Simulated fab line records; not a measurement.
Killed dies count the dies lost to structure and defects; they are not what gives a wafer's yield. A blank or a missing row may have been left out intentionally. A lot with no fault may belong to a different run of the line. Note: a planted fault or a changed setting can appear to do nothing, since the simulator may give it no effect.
fab line records + flow n5_finfet + part 1 of 2: steps 1 to 3 of 6
[record]
- lots = 21
- wafers = 63
- last_day = 17
route steps=1938 shown WELL_APT@31 FIN_SAQP@136 DUMMY_GATE@218
lots that met no fault: from a run of the same line without faults
start_h: hours from the record's opening day to when the first of the lot's shown wafers began + wait_h: hours from the lot's prior step to this one + " unchanged from the row above + L1.1+2: a row that stands for several wafers + - no value, or no start given + * or withheld: withheld + < > ~ a bound
route shown NAME@n: NAME is a module with steps in the file, n the number in the route of the first one + usual: mean/standard deviation of fault-free wafers + same: alike in all rows + chamber/n: place in a boat + sites: each site's reading + _std_site: the values' standard deviation + _edge_site: outer sites' mean less inner sites' + radius_mm: how far each site lies from the wafer's centre + mask NAME#n: copy n + behind: tool/chamber where the wafer was last shaped + hold: why the lot went on hold/how many hours it stayed there/how the hold came to an end + device: the n, p or np transistor that did not switch + end of line: tests of these same wafers at the route's end + step lacking rows: just its recipe + killed: not the wafer's yield, but the dies lost to structure and defects at the first sort + map: dies across one wafer; x = killed, . = not, _ = none there
set.NAME: the setting the step ran with; set.NAME@STEP: the setting that earlier step ran with + model.NAME: the simulator's own value behind a step, which no gauge read
one table for each step of the route and one row for each wafer, over a sample of lots
services: a tool's chamber out of use, with start hour (start_h, from the record's first day; less than 0 if before it), hours out, and reason
[[steps]]
[step N5_WELL_APT_DESCUM_13]
[recipe]
- chemistry = O2
- time_s = 7.9
- source_power_w = 50
- bias_power_w = 20
- pressure_mtorr = 20
- rf_frequency_hz = 2.712e+07
- temp_c = 40
- o2_flow_sccm = 225
[usual]
- chamber_pressure_mTorr = 20.000/0.017
- drypump_motor_current_A = 5.6/0.51
- o2_flow_sccm = 225.0/0.61
- oes_product_au = 0.79/0.073
- rf_vpp_V = 243.7/1.4
- showerhead_plenum_p_Torr = 2.13/0.073
- temp_c = 40.00/0.12
- throttle_valve_pct = 20.49/0.22
| lot.wafer | tool        | chamber | start_h | wait_h | chamber_pressure_mTorr | drypump_motor_current_A | o2_flow_sccm | oes_product_au | rf_hours_counter_h | rf_vpp_V | showerhead_plenum_p_Torr | temp_c | throttle_valve_pct |
|-----------|-------------|---------|---------|--------|------------------------|-------------------------|--------------|----------------|--------------------|----------|--------------------------|--------|--------------------|
| L074.2    | rie_diel-03 | 3       | 13.67   | 0.0    | 20.001                 | 5.8                     | 225.4        | 0.71           | 214                | 244.4    | 2.17                     | 40.12  | 20.74              |
| L074.3    | "           | 2       | "       | "      | 20.009                 | 5.8                     | 225.4        | 0.76           | 152                | 242.1    | 2.01                     | 40.00  | 20.52              |
| L074.5    | "           | 0       | "       | "      | 19.998                 | 6.3                     | 224.0        | 0.74           | -                  | 245.4    | 2.19                     | 39.95  | 20.63              |
| L075.1    | rie_diel-06 | 2       | 20.01   | 0.4    | 19.955                 | 5.2                     | 225.7        | 0.86           | 56                 | 241.9    | 2.05                     | 40.03  | 20.52              |
| L075.3    | "           | 1       | "       | "      | 20.014                 | 5.4                     | 224.3        | 0.87           | 48                 | 243.2    | 2.15                     | 40.04  | 20.48              |
| L075.5    | "           | 0       | "       | "      | 20.009                 | 5.0                     | 224.8        | 0.78           | -                  | 244.4    | 2.18                     | 40.13  | 20.55              |
| L076.1    | rie_diel-01 | 2       | 25.76   | 0.0    | 19.994                 | 5.1                     | 225.6        | 0.85           | 56                 | 244.6    | 2.21                     | 39.88  | 20.62              |
| L076.4    | "           | 0       | "       | "      | 20.001                 | 5.6                     | 224.4        | 0.75           | -                  | 244.3    | 2.09                     | 39.81  | 20.56              |
| L076.6    | "           | 1       | "       | "      | 19.999                 | 5.7                     | 225.1        | 0.70           | -                  | 243.6    | 2.07                     | 40.08  | 20.54              |
| L077.2    | rie_diel-06 | 1       | 32.16   | 0.6    | 20.030                 | 5.4                     | 224.8        | 0.86           | 53                 | 243.3    | 2.15                     | 39.79  | 20.49              |
| L077.5    | "           | 0       | "       | "      | 20.008                 | 5.0                     | 224.4        | 0.77           | -                  | 244.8    | 2.17                     | 39.88  | 20.55              |
| L077.6    | "           | 1       | "       | "      | 20.022                 | 5.4                     | 224.5        | 0.87           | -                  | 243.8    | 2.15                     | 39.92  | 20.49              |
| L079.1    | rie_diel-03 | 2       | 43.76   | 0.0    | 20.028                 | 5.8                     | 225.2        | 0.75           | 161                | 241.9    | 2.00                     | 39.72  | 20.55              |
| L079.2    | "           | 1       | "       | "      | 20.016                 | 4.9                     | 224.9        | 0.86           | 49                 | 241.7    | 2.05                     | 39.94  | 20.02              |
| L079.5    | "           | 3       | "       | "      | 19.990                 | 5.8                     | 225.3        | 0.70           | -                  | 243.4    | 2.17                     | 40.06  | 20.74              |
| L080.2    | rie_diel-01 | 1       | 50.04   | 0.4    | 20.016                 | 5.8                     | 225.7        | 0.69           | 218                | 242.7    | 2.07                     | 39.99  | 20.56              |
| L080.3    | "           | 3       | "       | "      | 20.006                 | 6.5                     | 224.8        | 0.94           | 8                  | 244.4    | 2.24                     | 39.91  | 20.11              |
| L080.4    | "           | 2       | "       | "      | 20.027                 | 5.1                     | 224.7        | 0.84           | 65                 | 243.5    | 2.21                     | 40.07  | 20.64              |
| L081.2    | rie_diel-01 | 2       | 55.68   | 0.0    | 19.995                 | 5.1                     | 225.5        | 0.83           | 66                 | 244.5    | 2.21                     | 40.01  | 20.62              |
| L081.4    | "           | 0       | "       | "      | 19.980                 | 5.6                     | 224.5        | 0.75           | 167                | 243.0    | 2.09                     | 39.98  | 20.58              |
| L081.5    | "           | 3       | "       | "      | 19.993                 | 6.5                     | 225.2        | 0.93           | -                  | 245.7    | 2.24                     | 39.99  | 20.12              |
| L083.1    | rie_diel-06 | 1       | 67.96   | 0.0    | 19.980                 | 5.3                     | 224.4        | 0.83           | 64                 | 243.2    | 2.15                     | 39.92  | 20.51              |
| L083.2    | "           | 2       | "       | "      | 20.014                 | 5.2                     | 224.4        | 0.84           | 73                 | 241.1    | 2.05                     | 39.91  | 20.54              |
| L083.3    | "           | 0       | "       | "      | 20.028                 | 5.0                     | 226.3        | 0.76           | 154                | 244.8    | 2.17                     | 39.88  | 20.57              |
| L084.2    | rie_diel-01 | 2       | 73.94   | 0.0    | 20.013                 | 5.2                     | 225.0        | 0.81           | 74                 | 243.7    | 2.21                     | 39.92  | 20.64              |
| L084.5    | "           | 0       | "       | "      | 19.995                 | 5.6                     | 226.2        | 0.74           | -                  | 245.8    | 2.08                     | 40.21  | 20.58              |
| L084.6    | "           | 1       | "       | "      | 20.014                 | 5.7                     | 225.0        | 0.69           | -                  | 242.6    | 2.07                     | 39.91  | 20.58              |
| L086.2    | rie_diel-03 | 0       | 85.91   | 0.0    | 20.008                 | 6.2                     | 224.4        | 0.73           | 191                | 246.4    | 2.18                     | 40.12  | 20.69              |
| L086.4    | "           | 2       | "       | "      | 19.985                 | 5.8                     | 224.3        | 0.73           | 175                | 242.4    | 2.00                     | 40.27  | 20.54              |
| L086.6    | "           | 3       | "       | "      | 19.997                 | 5.8                     | 224.9        | 0.69           | -                  | 243.8    | 2.16                     | 40.13  | 20.79              |
| L087.1    | rie_diel-03 | 3       | 91.92   | 0.0    | 20.023                 | 5.8                     | 224.7        | 0.68           | 242                | 244.3    | 2.16                     | 40.20  | 20.78              |
| L087.3    | "           | 1       | "       | "      | 20.015                 | 4.8                     | 225.6        | 0.84           | 67                 | 241.5    | 2.04                     | 39.98  | 20.05              |
| L087.5    | "           | 1       | "       | "      | 19.991                 | 4.8                     | 225.5        | 0.83           | -                  | 241.3    | 2.04                     | 39.93  | 20.05              |
| L088.1    | rie_diel-01 | 1       | 98.77   | 0.9    | 19.999                 | 5.7                     | 226.0        | 0.69           | 236                | 243.1    | 2.06                     | 40.00  | 20.61              |
| L088.2    | "           | 2       | "       | "      | 19.994                 | 5.1                     | 225.5        | 0.82           | 83                 | 244.7    | 2.20                     | 40.02  | 20.64              |
| L088.4    | "           | 0       | "       | "      | 19.993                 | 5.6                     | 224.1        | 0.74           | 184                | 243.3    | 2.08                     | 40.10  | 20.62              |
| L089.2    | rie_diel-01 | 2       | 103.70  | 0.0    | 20.004                 | 5.1                     | 225.4        | 0.81           | 85                 | 242.6    | 2.20                     | 40.15  | 20.67              |
| L089.3    | "           | 0       | "       | "      | 19.992                 | 5.6                     | 224.3        | 0.74           | 186                | 244.3    | 2.08                     | 39.93  | 20.61              |
| L089.5    | "           | 3       | "       | "      | 20.018                 | 6.5                     | 225.2        | 0.90           | -                  | 244.7    | 2.23                     | 40.21  | 20.14              |
| L090.2    | rie_diel-01 | 2       | 109.79  | 0.1    | 19.997                 | 5.1                     | 224.5        | 0.80           | 86                 | 244.8    | 2.20                     | 39.98  | 20.66              |
| L090.3    | "           | 3       | "       | "      | 19.992                 | 6.5                     | 224.4        | 0.90           | 25                 | 244.2    | 2.23                     | 40.26  | 20.12              |
| L090.4    | "           | 1       | "       | "      | 19.978                 | 5.8                     | 225.1        | 0.69           | 239                | 242.3    | 2.06                     | 39.91  | 20.58              |
| L091.3    | rie_diel-03 | 1       | 116.09  | 0.2    | 19.966                 | 4.8                     | 227.2        | 0.83           | 75                 | 242.0    | 2.04                     | 40.00  | 20.07              |
| L091.4    | "           | 2       | "       | "      | 19.999                 | 5.8                     | 225.4        | 0.73           | -                  | 243.2    | 1.99                     | 40.28  | 20.58              |
| L091.6    | "           | 0       | "       | "      | 20.013                 | 6.3                     | 226.1        | 0.71           | -                  | 244.3    | 2.17                     | 40.02  | 20.69              |
| L092.1    | rie_diel-01 | 0       | 122.12  | 0.0    | 20.014                 | 5.6                     | 225.4        | 0.74           | 192                | 242.9    | 2.08                     | 39.89  | 20.63              |
| L092.2    | "           | 2       | "       | "      | 19.994                 | 5.1                     | 225.0        | 0.80           | 91                 | 244.5    | 2.20                     | 40.10  | 20.66              |
| L092.5    | "           | 1       | "       | "      | 19.994                 | 5.7                     | 225.4        | 0.68           | -                  | 242.4    | 2.06                     | 40.14  | 20.62              |
| L093.4    | rie_diel-06 | 0       | 128.16  | 0.0    | 19.984                 | 5.0                     | 225.6        | 0.74           | 176                | 244.0    | 2.16                     | 39.99  | 20.58              |
| L093.5    | "           | 3       | "       | "      | 19.992                 | 4.9                     | 224.6        | 0.85           | -                  | 242.1    | 2.04                     | 40.07  | 20.15              |
| L093.6    | "           | 0       | "       | "      | 19.993                 | 5.0                     | 225.3        | 0.73           | -                  | 242.0    | 2.16                     | 39.83  | 20.59              |
| L094.2    | rie_diel-01 | 2       | 133.96  | 0.0    | 19.997                 | 5.1                     | 224.1        | 0.80           | 94                 | 246.5    | 2.20                     | 39.84  | 20.68              |
| L094.3    | "           | 0       | "       | "      | 19.969                 | 5.6                     | 224.3        | 0.73           | 195                | 242.8    | 2.08                     | 39.95  | 20.61              |
| L094.4    | "           | 3       | "       | "      | 20.004                 | 6.5                     | 224.9        | 0.88           | 32                 | 245.2    | 2.23                     | 39.88  | 20.15              |
| L095.1    | rie_diel-01 | 3       | 139.90  | 0.0    | 20.011                 | 6.5                     | 225.4        | 0.86           | 34                 | 245.6    | 2.23                     | 39.88  | 20.17              |
| L095.4    | "           | 2       | "       | "      | 19.963                 | 5.1                     | 225.6        | 0.79           | 95                 | 244.9    | 2.20                     | 40.06  | 20.69              |
| L095.5    | "           | 3       | "       | "      | 20.020                 | 6.5                     | 225.0        | 0.86           | -                  | 245.5    | 2.23                     | 39.79  | 20.15              |
| L096.1    | rie_diel-01 | 2       | 146.16  | 0.5    | 20.009                 | 5.1                     | 224.8        | 0.80           | 97                 | 243.8    | 2.20                     | 39.83  | 20.68              |
| L096.2    | "           | 0       | "       | "      | 19.984                 | 5.7                     | 225.5        | 0.74           | 199                | 242.0    | 2.07                     | 40.15  | 20.62              |
| L096.6    | "           | 3       | "       | "      | 20.003                 | 6.5                     | 224.5        | 0.87           | -                  | 245.6    | 2.23                     | 40.07  | 20.17              |
| L097.1    | rie_diel-06 | 0       | 151.95  | 0.0    | 20.005                 | 5.1                     | 225.4        | 0.73           | 183                | 245.3    | 2.16                     | 40.05  | 20.63              |
| L097.3    | "           | 3       | "       | "      | 20.001                 | 4.9                     | 224.3        | 0.83           | 69                 | 242.4    | 2.04                     | 40.03  | 20.16              |
| L097.5    | "           | 2       | "       | "      | 20.007                 | 5.2                     | 223.4        | 0.82           | -                  | 242.2    | 2.04                     | 40.02  | 20.59              |
[step N5_WELL_APT_CD_MEAS_25]
[recipe]
- target_cd_nm = 200
- landing_energy_ev = 500
- detector = se_inlens
[usual]
- cd_nm = 199.5/2.1
| lot.wafer | tool      | chamber | start_h | wait_h | cd_nm |
|-----------|-----------|---------|---------|--------|-------|
| L074.2    | cd_sem-03 | 0       | 14.70   | -      | 197.9 |
| L074.3    | "         | 0       | "       | "      | 199.8 |
| L074.5    | "         | 0       | "       | "      | 198.5 |
| L075.1    | cd_sem-01 | 0       | 21.39   | -      | 197.7 |
| L075.3    | "         | 0       | "       | "      | 194.7 |
| L075.5    | "         | 0       | "       | "      | 200.9 |
| L076.1    | cd_sem-03 | 0       | 26.79   | -      | 200.4 |
| L076.4    | "         | 0       | "       | "      | 199.2 |
| L076.6    | "         | 0       | "       | "      | 200.1 |
| L077.2    | cd_sem-03 | 0       | 33.20   | -      | 198.8 |
| L077.5    | "         | 0       | "       | "      | 196.8 |
| L077.6    | "         | 0       | "       | "      | 198.0 |
| L079.1    | cd_sem-02 | 0       | 44.79   | -      | 194.7 |
| L079.2    | "         | 0       | "       | "      | 196.4 |
| L079.5    | "         | 0       | "       | "      | 197.5 |
| L080.2    | cd_sem-01 | 0       | 51.07   | -      | 202.6 |
| L080.3    | "         | 0       | "       | "      | 201.1 |
| L080.4    | "         | 0       | "       | "      | 202.0 |
| L081.2    | cd_sem-02 | 0       | 56.72   | -      | 199.4 |
| L081.4    | "         | 0       | "       | "      | 197.1 |
| L081.5    | "         | 0       | "       | "      | 197.5 |
| L083.1    | cd_sem-01 | 0       | 69.11   | -      | 198.9 |
| L083.2    | "         | 0       | "       | "      | 200.7 |
| L083.3    | "         | 0       | "       | "      | 198.7 |
| L084.2    | cd_sem-02 | 0       | 74.97   | -      | 199.0 |
| L084.5    | "         | 0       | "       | "      | 201.4 |
| L084.6    | "         | 0       | "       | "      | 205.3 |
| L086.2    | cd_sem-01 | 0       | 86.99   | -      | 200.6 |
| L086.4    | "         | 0       | "       | "      | 199.5 |
| L086.6    | "         | 0       | "       | "      | 198.5 |
| L087.1    | cd_sem-03 | 0       | 92.95   | -      | 199.0 |
| L087.3    | "         | 0       | "       | "      | 197.5 |
| L087.5    | "         | 0       | "       | "      | 199.5 |
| L088.1    | cd_sem-03 | 0       | 99.81   | -      | 195.8 |
| L088.2    | "         | 0       | "       | "      | 195.8 |
| L088.4    | "         | 0       | "       | "      | 198.0 |
| L089.2    | cd_sem-02 | 0       | 104.74  | -      | 199.5 |
| L089.3    | "         | 0       | "       | "      | 199.9 |
| L089.5    | "         | 0       | "       | "      | 199.4 |
| L090.2    | cd_sem-01 | 0       | 110.95  | -      | 202.0 |
| L090.3    | "         | 0       | "       | "      | 203.5 |
| L090.4    | "         | 0       | "       | "      | 201.2 |
| L091.3    | cd_sem-01 | 0       | 117.13  | -      | 200.2 |
| L091.4    | "         | 0       | "       | "      | 199.8 |
| L091.6    | "         | 0       | "       | "      | 199.3 |
| L092.1    | cd_sem-02 | 0       | 123.28  | -      | 199.9 |
| L092.2    | "         | 0       | "       | "      | 199.7 |
| L092.5    | "         | 0       | "       | "      | 198.3 |
| L093.4    | cd_sem-01 | 0       | 129.34  | -      | 196.1 |
| L093.5    | "         | 0       | "       | "      | 196.7 |
| L093.6    | "         | 0       | "       | "      | 197.5 |
| L094.2    | cd_sem-01 | 0       | 135.12  | -      | 199.1 |
| L094.3    | "         | 0       | "       | "      | 199.6 |
| L094.4    | "         | 0       | "       | "      | 199.7 |
| L095.1    | cd_sem-02 | 0       | 140.94  | -      | 199.6 |
| L095.4    | "         | 0       | "       | "      | 203.4 |
| L095.5    | "         | 0       | "       | "      | 198.3 |
| L096.1    | cd_sem-02 | 0       | 147.19  | -      | 201.1 |
| L096.2    | "         | 0       | "       | "      | 196.9 |
| L096.6    | "         | 0       | "       | "      | 198.6 |
| L097.1    | cd_sem-03 | 0       | 152.98  | -      | 197.9 |
| L097.3    | "         | 0       | "       | "      | 198.2 |
| L097.5    | "         | 0       | "       | "      | 197.6 |
[step N5_FIN_SAQP_STRIP_70]
[recipe]
- chemistry = N2/H2
- power_w = 500
- temp_c = 40
- pressure_mtorr = 50
- rf_frequency_hz = 6e+07
- overash_fraction = 0.3
- bias_power_w = 28
- h2_frac = 0.5
- n2_flow_sccm = 300
- h2_flow_sccm = 300
[usual]
- chamber_pressure_mTorr = 50.00/0.043
- drypump_motor_current_A = 5.6/0.53
- n2_flow_sccm = 299.9/0.87
- oes_product_au = 0.78/0.083
- rf_vpp_V = 121.8/0.89
- showerhead_plenum_p_Torr = 3.36/0.12
- temp_c = 40.01/0.12
- throttle_valve_pct = 19.0/0.35
| lot.wafer | tool        | chamber | start_h | wait_h | chamber_pressure_mTorr | drypump_motor_current_A | n2_flow_sccm | oes_product_au | rf_hours_counter_h | rf_vpp_V | showerhead_plenum_p_Torr | temp_c | throttle_valve_pct |
|-----------|-------------|---------|---------|--------|------------------------|-------------------------|--------------|----------------|--------------------|----------|--------------------------|--------|--------------------|
| L074.2    | rie_diel-03 | 2       | 24.57   | 0.0    | 50.03                  | 5.8                     | 299.4        | 0.75           | 155                | 121.3    | 3.22                     | 39.91  | 19.0               |
| L074.3    | "           | 0       | "       | "      | 49.98                  | 6.3                     | 299.5        | 0.74           | 169                | 122.3    | 3.49                     | 39.89  | 19.2               |
| L074.5    | "           | 0       | "       | "      | 50.08                  | 6.3                     | 300.0        | 0.73           | -                  | 123.4    | 3.49                     | 39.83  | 19.2               |
| L075.1    | rie_diel-01 | 0       | 32.13   | 0.0    | 49.99                  | 5.7                     | 300.6        | 0.77           | 159                | 122.2    | 3.34                     | 40.00  | 18.9               |
| L075.3    | "           | 3       | "       | "      | 49.94                  | 6.5                     | 301.6        | 0.97           | 1                  | 121.5    | 3.58                     | 40.04  | 18.5               |
| L075.5    | "           | 0       | "       | "      | 49.99                  | 5.6                     | 298.8        | 0.76           | -                  | 123.3    | 3.34                     | 40.01  | 18.9               |
| L076.1    | rie_diel-01 | 0       | 36.98   | 0.0    | 50.06                  | 5.7                     | 299.7        | 0.76           | 161                | 121.9    | 3.34                     | 40.16  | 18.9               |
| L076.4    | "           | 3       | "       | "      | 49.98                  | 6.5                     | 300.2        | 0.97           | 3                  | 122.6    | 3.58                     | 40.15  | 18.5               |
| L076.6    | "           | 3       | "       | "      | 49.98                  | 6.5                     | 299.3        | 0.97           | -                  | 123.4    | 3.58                     | 40.05  | 18.5               |
| L077.2    | rie_diel-03 | 2       | 43.39   | 0.0    | 50.04                  | 5.8                     | 299.0        | 0.75           | 161                | 121.9    | 3.22                     | 40.14  | 19.0               |
| L077.5    | "           | 2       | "       | "      | 50.02                  | 5.8                     | 299.7        | 0.76           | -                  | 121.4    | 3.22                     | 40.00  | 19.0               |
| L077.6    | "           | 3       | "       | "      | 50.01                  | 5.8                     | 298.4        | 0.70           | -                  | 120.5    | 3.44                     | 39.86  | 19.1               |
| L079.1    | rie_diel-03 | 1       | 54.14   | 0.0    | 50.02                  | 4.8                     | 300.1        | 0.85           | 53                 | 120.5    | 3.27                     | 40.26  | 18.3               |
| L079.2    | "           | 2       | "       | "      | 50.08                  | 5.8                     | 300.1        | 0.74           | 164                | 120.7    | 3.22                     | 40.00  | 19.1               |
| L079.5    | "           | 0       | "       | "      | 50.01                  | 6.2                     | 300.0        | 0.72           | -                  | 121.9    | 3.49                     | 39.92  | 19.2               |
| L080.2    | rie_diel-03 | 1       | 61.55   | 0.0    | 49.97                  | 4.8                     | 299.8        | 0.86           | 56                 | 121.5    | 3.27                     | 39.92  | 18.3               |
| L080.3    | "           | 3       | "       | "      | 50.00                  | 5.8                     | 299.2        | 0.70           | 231                | 122.4    | 3.43                     | 40.02  | 19.1               |
| L080.4    | "           | 0       | "       | "      | 50.02                  | 6.3                     | 298.3        | 0.73           | 183                | 122.1    | 3.49                     | 39.89  | 19.2               |
| L081.2    | rie_diel-03 | 2       | 66.49   | 0.0    | 49.99                  | 5.7                     | 299.8        | 0.74           | 168                | 121.0    | 3.21                     | 40.11  | 19.0               |
| L081.4    | "           | 3       | "       | "      | 49.98                  | 5.8                     | 299.9        | 0.69           | 232                | 122.1    | 3.43                     | 39.92  | 19.1               |
| L081.5    | "           | 1       | "       | "      | 49.92                  | 4.9                     | 300.0        | 0.85           | -                  | 121.4    | 3.27                     | 40.20  | 18.3               |
| L083.1    | rie_diel-03 | 2       | 80.47   | 0.0    | 49.96                  | 5.8                     | 299.2        | 0.74           | 173                | 120.5    | 3.21                     | 39.97  | 19.1               |
| L083.2    | "           | 3       | "       | "      | 49.93                  | 5.8                     | 301.9        | 0.69           | 237                | 121.5    | 3.43                     | 39.96  | 19.1               |
| L083.3    | "           | 0       | "       | "      | 49.99                  | 6.3                     | 301.0        | 0.72           | 189                | 122.4    | 3.48                     | 39.97  | 19.2               |
| L084.2    | rie_diel-03 | 3       | 85.59   | 0.0    | 49.96                  | 5.8                     | 300.9        | 0.69           | 238                | 122.5    | 3.43                     | 40.06  | 19.1               |
| L084.5    | "           | 0       | "       | "      | 49.93                  | 6.3                     | 299.1        | 0.71           | -                  | 122.6    | 3.48                     | 40.11  | 19.2               |
| L084.6    | "           | 1       | "       | "      | 50.08                  | 4.8                     | 299.3        | 0.84           | -                  | 121.8    | 3.26                     | 40.15  | 18.3               |
| L086.2    | rie_diel-01 | 1       | 98.93   | 0.0    | 49.95                  | 5.7                     | 299.6        | 0.68           | 236                | 121.3    | 3.31                     | 39.90  | 19.3               |
| L086.4    | "           | 2       | "       | "      | 50.03                  | 5.2                     | 298.9        | 0.82           | 83                 | 121.2    | 3.54                     | 40.09  | 19.2               |
| L086.6    | "           | 0       | "       | "      | 49.94                  | 5.6                     | 298.9        | 0.75           | -                  | 121.2    | 3.32                     | 40.18  | 18.9               |
| L087.1    | rie_diel-03 | 1       | 102.76  | 0.0    | 49.97                  | 4.9                     | 299.9        | 0.83           | 72                 | 121.3    | 3.26                     | 40.03  | 18.3               |
| L087.3    | "           | 0       | "       | "      | 49.94                  | 6.3                     | 299.4        | 0.72           | 197                | 122.6    | 3.48                     | 40.06  | 19.2               |
| L087.5    | "           | 3       | "       | "      | 49.95                  | 5.8                     | 299.1        | 0.68           | -                  | 121.3    | 3.42                     | 40.18  | 19.1               |
| L088.1    | rie_diel-03 | 1       | 110.79  | 0.0    | 50.04                  | 4.9                     | 297.9        | 0.82           | 73                 | 121.3    | 3.26                     | 39.92  | 18.3               |
| L088.2    | "           | 3       | "       | "      | 50.00                  | 5.8                     | 300.5        | 0.68           | 247                | 121.4    | 3.42                     | 40.18  | 19.1               |
| L088.4    | "           | 0       | "       | "      | 49.98                  | 6.3                     | 299.4        | 0.71           | 198                | 122.0    | 3.48                     | 39.87  | 19.2               |
| L089.2    | rie_diel-03 | 0       | 116.05  | 0.0    | 50.08                  | 6.2                     | 299.5        | 0.71           | 201                | 123.1    | 3.48                     | 40.12  | 19.2               |
| L089.3    | "           | 1       | "       | "      | 50.08                  | 4.8                     | 300.7        | 0.82           | 75                 | 122.3    | 3.26                     | 40.08  | 18.3               |
| L089.5    | "           | 1       | "       | "      | 50.03                  | 4.8                     | 300.5        | 0.82           | -                  | 121.2    | 3.26                     | 40.04  | 18.3               |
| L090.2    | rie_diel-03 | 0       | 121.69  | 0.0    | 50.01                  | 6.3                     | 297.9        | 0.71           | 204                | 122.7    | 3.47                     | 39.90  | 19.2               |
| L090.3    | "           | 1       | "       | "      | 49.93                  | 4.9                     | 299.5        | 0.82           | 78                 | 121.3    | 3.26                     | 40.09  | 18.3               |
| L090.4    | "           | 1       | "       | "      | 50.07                  | 4.9                     | 299.9        | 0.82           | -                  | 121.9    | 3.26                     | 40.09  | 18.3               |
| L091.3    | rie_diel-06 | 0       | 126.72  | 0.0    | 50.00                  | 5.1                     | 301.0        | 0.75           | 175                | 123.5    | 3.48                     | 39.90  | 19.5               |
| L091.4    | "           | 1       | "       | "      | 50.00                  | 5.4                     | 299.4        | 0.83           | 85                 | 120.6    | 3.38                     | 40.06  | 18.8               |
| L091.6    | "           | 2       | "       | "      | 50.01                  | 5.2                     | 298.9        | 0.82           | -                  | 121.6    | 3.27                     | 40.10  | 19.2               |
| L092.1    | rie_diel-03 | 2       | 132.96  | 0.0    | 50.01                  | 5.8                     | 298.7        | 0.72           | 193                | 121.5    | 3.20                     | 39.81  | 19.1               |
| L092.2    | "           | 1       | "       | "      | 50.05                  | 4.9                     | 300.8        | 0.82           | 82                 | 120.7    | 3.25                     | 40.07  | 18.3               |
| L092.5    | "           | 1       | "       | "      | 49.96                  | 4.9                     | 299.3        | 0.82           | -                  | 121.5    | 3.25                     | 39.95  | 18.3               |
| L093.4    | rie_diel-03 | 0       | 139.52  | 0.0    | 50.05                  | 6.3                     | 299.5        | 0.71           | 212                | 122.3    | 3.47                     | 39.75  | 19.2               |
| L093.5    | "           | 2       | "       | "      | 50.03                  | 5.8                     | 301.0        | 0.72           | -                  | 120.8    | 3.20                     | 40.06  | 19.1               |
| L093.6    | "           | 3       | "       | "      | 50.00                  | 5.8                     | 299.9        | 1.02           | -                  | 123.3    | 3.42                     | 39.91  | 18.8               |
| L094.2    | rie_diel-01 | 3       | 145.52  | 0.0    | 49.93                  | 6.6                     | 300.6        | 0.87           | 36                 | 123.6    | 3.56                     | 39.98  | 18.6               |
| L094.3    | "           | 1       | "       | "      | 49.98                  | 5.7                     | 299.9        | 0.67           | 249                | 122.8    | 3.30                     | 40.15  | 19.3               |
| L094.4    | "           | 0       | "       | "      | 50.01                  | 5.7                     | 299.4        | 0.73           | 199                | 122.0    | 3.32                     | 39.96  | 19.0               |
| L095.1    | rie_diel-03 | 2       | 151.46  | 0.0    | 50.01                  | 5.8                     | 299.9        | 0.72           | 200                | 120.6    | 3.20                     | 40.02  | 19.1               |
| L095.4    | "           | 1       | "       | "      | 49.96                  | 4.9                     | 300.5        | 0.82           | 91                 | 121.8    | 3.25                     | 40.14  | 18.4               |
| L095.5    | "           | 3       | "       | "      | 49.92                  | 5.8                     | 299.2        | 0.99           | -                  | 122.2    | 3.42                     | 39.96  | 18.8               |
| L096.1    | rie_diel-03 | 0       | 157.53  | 0.0    | 49.93                  | 6.3                     | 300.7        | 0.71           | 218                | 120.0    | 3.47                     | 40.29  | 19.3               |
| L096.2    | "           | 1       | "       | "      | 50.01                  | 4.9                     | 300.1        | 0.81           | 93                 | 121.6    | 3.25                     | 40.02  | 18.4               |
| L096.6    | "           | 2       | "       | "      | 49.95                  | 5.8                     | 299.5        | 0.72           | -                  | 120.2    | 3.20                     | 39.91  | 19.1               |
| L097.1    | rie_diel-03 | 0       | 162.72  | 0.0    | 49.97                  | 6.3                     | 301.0        | 0.71           | 220                | 120.9    | 3.46                     | 40.06  | 19.3               |
| L097.3    | "           | 2       | "       | "      | 50.00                  | 5.8                     | 300.0        | 0.72           | 204                | 121.1    | 3.19                     | 39.99  | 19.1               |
| L097.5    | "           | 1       | "       | "      | 49.97                  | 4.9                     | 299.3        | 0.81           | -                  | 120.8    | 3.25                     | 39.97  | 18.3               |
